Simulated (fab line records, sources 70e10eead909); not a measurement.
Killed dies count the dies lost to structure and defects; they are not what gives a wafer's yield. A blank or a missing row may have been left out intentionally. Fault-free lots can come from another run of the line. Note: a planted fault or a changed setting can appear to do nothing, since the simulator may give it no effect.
The tool behind it: which one? | flow nandHarc | 12 lots with 36 wafers sampled at 6 steps, on a route of 1302 steps

## WHAT EACH GAUGE READ, for each wafer
NHARC_A_M1_CD_MEAS_09: the cd target is 120 nm.
lot  | measured     | on       | cdNm (nm)
L896 | day 23 09:17 | cdSem-03 | 119.8 120.3 120.2
L900 | day 25 14:24 | cdSem-01 | 119.6 120.6 120.2
L903 | day 25 16:20 | cdSem-01 | 120.7 121.0 120.4
L901 | day 25 18:32 | cdSem-03 | 120.5 120.3 120.2
L902 | day 26 01:31 | cdSem-03 | 121.2 120.9 119.5
L906 | day 27 04:07 | cdSem-03 | 121.3 120.6 121.1
L911 | day 29 03:38 | cdSem-02 | 106.0 106.4 105.7
L913 | day 30 10:59 | cdSem-03 | 109.6 109.5 109.1
L912 | day 30 13:01 | cdSem-02 | 111.4 111.6 110.4
L915 | day 31 07:05 | cdSem-02 | 119.7 119.9 120.0
L917 | day 32 08:23 | cdSem-02 | 119.6 119.8 120.1
L918 | day 32 20:20 | cdSem-03 | 119.8 120.4 119.9

NHARC_END_SORT_01.
lot  | measured     | on        | defectLimitedYield (%) | killedAtArray | killedAtOther | killedAtPeriphery | killedDies | killedOpen | killedShort | sort_bin_2_pct (%) | sort_bin_3_pct (%) | sort_bin_4_pct (%) | sortNPass   | sortRimYieldPct (%) | sortYieldPct (%)
L903 | day 27 01:47 | prober-01 | 87.1 88.5 91.0         | 79 69 55      | 0 1 0         | 8 8 6             | 87 78 61   | 8 0 1      | 5 2 2       | 4.4 3.8 3.1        | 1.3 0.9 1.5        | 7.1 6.8 4.4        | 590 599 616 | 75 89 85            | 87.1 88.5 91.0
L906 | day 28 17:21 | prober-02 | 89.5 89.2 92.5         | 59 63 44      | 3 1 3         | 9 9 4             | 71 73 51   | 8 3 0      | 3 3 4       | 4.3 4.0 2.2        | 0.9 0.6 0.4        | 5.3 6.2 4.9        | 606 604 626 | 85 85 85            | 89.5 89.2 92.5
L912 | day 32 02:03 | prober-02 | 87.7                   | 77            | 0             | 6                 | 83         | 3          | 4           | 5.0                | 0.7                | 6.5                | 594         | 85                  | 87.7

## WHAT TOOL EACH LOT RAN ON (gives the tool, then ch and the chambers of the sampled wafers, and finally the start)
lot  | NHARC_A_M0_CMP_23             | NHARC_A_M0_PRE_CLEAN_31         | NHARC_A_M1_PEB_07                | NHARC_A_M1_STRIP_18
L896 | cmp-04 ch 0,1,3, day 23 07:26 | pecvd-02 ch 0,1,2, day 23 07:59 | lithoTrack-04 ch 0, day 23 09:13 | rieDiel-05 ch 1,3, day 23 10:18
L900 | cmp-02 ch 0,1,2, day 25 12:43 | pecvd-03 ch 0,1, day 25 13:13   | lithoTrack-04 ch 0, day 25 14:19 | rieDiel-04 ch 1,3, day 25 15:03
L903 | cmp-04 ch 0,3, day 25 14:28   | pecvd-01 ch 1,2, day 25 15:01   | lithoTrack-06 ch 0, day 25 16:15 | rieDiel-05 ch 2,3, day 25 16:53
L901 | cmp-03 ch 1,2,3, day 25 16:52 | pecvd-03 ch 1,2, day 25 17:22   | lithoTrack-01 ch 0, day 25 18:27 | rieDiel-04 ch 0,1, day 25 19:05
L902 | cmp-02 ch 0,2, day 25 23:46   | pecvd-03 ch 0,1,2, day 26 00:20 | lithoTrack-04 ch 0, day 26 01:26 | rieDiel-06 ch 0,1,2, day 26 02:05
L906 | cmp-03 ch 0,2, day 27 02:23   | pecvd-03 ch 1,2, day 27 02:55   | lithoTrack-06 ch 0, day 27 04:02 | rieDiel-05 ch 1,3, day 27 04:42
L911 | cmp-04 ch 0,1,3, day 29 01:48 | pecvd-02 ch 0,2, day 29 02:20   | lithoTrack-04 ch 0, day 29 03:34 | rieDiel-04 ch 0,2,3, day 29 04:12
L913 | cmp-03 ch 0,3, day 30 09:14   | pecvd-02 ch 0,2, day 30 09:47   | lithoTrack-04 ch 0, day 30 10:55 | rieDiel-04 ch 0,1,2, day 30 11:37
L912 | cmp-02 ch 0,1,2, day 30 11:14 | pecvd-01 ch 0,1,2, day 30 11:47 | lithoTrack-04 ch 0, day 30 12:56 | rieDiel-05 ch 0,2, day 30 13:34
L915 | cmp-03 ch 0,1, day 31 05:19   | pecvd-01 ch 1,2, day 31 05:53   | lithoTrack-06 ch 0, day 31 07:00 | rieDiel-06 ch 0,1,3, day 31 07:47
L917 | cmp-04 ch 2,3, day 32 06:31   | pecvd-03 ch 0,2, day 32 07:04   | lithoTrack-01 ch 0, day 32 08:18 | rieDiel-04 ch 0,1,2, day 32 08:59
L918 | cmp-02 ch 0,1, day 32 18:18   | pecvd-03 ch 0,1, day 32 18:52   | lithoTrack-01 ch 0, day 32 20:15 | rieDiel-04 ch 0,1,3, day 32 20:53
- NHARC_A_M0_CMP_23: polishes, t overpolish 20 s, target thk 113.75 nm.
- NHARC_A_M0_PRE_CLEAN_31: time 12 s.
- NHARC_A_M1_PEB_07: peb time 65 s.
- NHARC_A_M1_STRIP_18: strips in N2/H2.

## WHAT THE TOOLS THEMSELVES READ (means of the sampled wafers that have a number; where no wafer has one, the mark that the record gives instead)
NHARC_A_M0_CMP_23.
lot  | tool   | motorCurrentA (A) | timeToEndpointS (s)
L896 | cmp-04 | 11.0              | 26.1
L900 | cmp-02 | 11.9              | 30.5
L903 | cmp-04 | 10.8              | 26.9
L901 | cmp-03 | 12.5              | 28.6
L902 | cmp-02 | 12.8              | 31.5
L906 | cmp-03 | 12.6              | 27.0
L911 | cmp-04 | 10.9              | 25.9
L913 | cmp-03 | 12.1              | 25.4
L912 | cmp-02 | 12.0              | 31.9
L915 | cmp-03 | 13.7              | 27.9
L917 | cmp-04 | 12.0              | 34.5
L918 | cmp-02 | 12.2              | 25.2

NHARC_A_M0_PRE_CLEAN_31.
lot  | tool     | heaterPowerW (W)
L896 | pecvd-02 | 583
L900 | pecvd-03 | 670
L903 | pecvd-01 | 731
L901 | pecvd-03 | 698
L902 | pecvd-03 | 681
L906 | pecvd-03 | 691
L911 | pecvd-02 | 656
L913 | pecvd-02 | 634
L912 | pecvd-01 | 667
L915 | pecvd-01 | 686
L917 | pecvd-03 | 672
L918 | pecvd-03 | 652

NHARC_A_M1_PEB_07.
lot  | tool          | heaterPowerTotalW (W) | plateTempC (C)
L896 | lithoTrack-04 | 156.7                 | 100.10
L900 | lithoTrack-04 | 157.1                 | 99.97
L903 | lithoTrack-06 | 156.7                 | 100.18
L901 | lithoTrack-01 | 156.5                 | 99.98
L902 | lithoTrack-04 | 156.3                 | 100.03
L906 | lithoTrack-06 | 156.0                 | 100.12
L911 | lithoTrack-04 | 148.9                 | 96.21
L913 | lithoTrack-04 | 148.6                 | 96.18
L912 | lithoTrack-04 | 148.6                 | 96.17
L915 | lithoTrack-06 | 156.3                 | 100.01
L917 | lithoTrack-01 | 156.8                 | 100.01
L918 | lithoTrack-01 | 156.7                 | 99.90

NHARC_A_M1_STRIP_18.
lot  | tool       | drypumpMotorCurrentA (A) | n2FlowSccm (sccm) | oesProductAu (a.u.) | powerW (W) | rfVppV (V) | showerheadPlenumPTorr (Torr) | throttleValvePct (%)
L896 | rieDiel-05 | 5.8                      | 150.0             | 0.997               | 999        | 92.1       | 2.09                         | 14.177
L900 | rieDiel-04 | 5.9                      | 149.7             | 1.008               | 1002       | 90.1       | 2.00                         | 14.173
L903 | rieDiel-05 | 6.1                      | 150.2             | 0.989               | 998        | 89.3       | 2.02                         | 14.170
L901 | rieDiel-04 | 6.0                      | 149.6             | 1.003               | 1000       | 90.2       | 1.99                         | 14.169
L902 | rieDiel-06 | 5.7                      | 149.6             | 1.001               | 999        | 90.3       | 2.00                         | 14.171
L906 | rieDiel-05 | 5.7                      | 149.9             | 1.008               | 999        | 90.9       | 2.09                         | 14.179
L911 | rieDiel-04 | 5.9                      | 150.1             | 1.005               | 999        | 91.0       | 2.07                         | 14.170
L913 | rieDiel-04 | 6.0                      | 150.2             | 1.005               | 1000       | 90.1       | 2.04                         | 14.169
L912 | rieDiel-05 | 6.3                      | 150.1             | 0.999               | 1003       | 90.7       | 1.97                         | 14.169
L915 | rieDiel-06 | 5.6                      | 150.0             | 1.008               | 997        | 89.9       | 2.04                         | 14.177
L917 | rieDiel-04 | 6.0                      | 150.4             | 1.001               | 996        | 90.9       | 2.04                         | 14.174
L918 | rieDiel-04 | 5.9                      | 149.9             | 1.009               | 1002       | 90.9       | 2.02                         | 14.170

## THE ANSWER, worked out from the rows above alone
Rule: what is usual is taken from the lots themselves. The widest of any qualifying gaps counts: lots, ordered by their means at a reading, are off when they make up no more than a third of the lots, leave a main group of 4 or more, and stand apart from it by 3 or more times the standard deviation of that group's means. The tables above print the reading to a certain number of digits; a main group whose means all agree to those digits is not used. A lot without any number at a reading at which 4 lots or more have one is off too. The other lots that the step has rows for count as sound. First the gauges in route order, then the tools' own readings, where a lot's mean is used as printed above. The first step at which some lot is off is used, and at that step the reading that is off furthest; a lot without a number counts as furthest.
Off: L911, L913, L912 (NHARC_A_M1_CD_MEAS_09, cdNm). Mean 120.3 nm and standard deviation 0.37 in the main group.
A tool fits if, at a process step before that reading, it ran every lot that is off, and no sound lot after the first of them. The gauges at NHARC_A_M1_CD_MEAS_09 aren't tried: what is off there is off at NHARC_A_M1_PEB_07 too, on other tools, and a gauge's error can't cause that. One candidate fits, namely lithoTrack-04 at NHARC_A_M1_PEB_07. Its last sound lot is L902 (day 26 01:26), its first lot that is off L911 (day 29 03:34): a fault that began between those two fits.
The tool's own readings at NHARC_A_M1_PEB_07 bear it out: on the lots that are off they differ by more than 5 times the standard deviation of the sound lots' means. heaterPowerTotalW reads 148.7 W there against 156.6 W on the sound lots; plateTempC reads 96.19 C there against 100.03 C on the sound lots.

## WHAT THE SIMULATOR HAD PUT IN
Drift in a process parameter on lithoTrack-04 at NHARC_A_M1_PEB_07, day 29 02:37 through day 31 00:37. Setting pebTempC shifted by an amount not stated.
Struck lots among those shown: L911, L913, L912. The rule above reached the same finding.
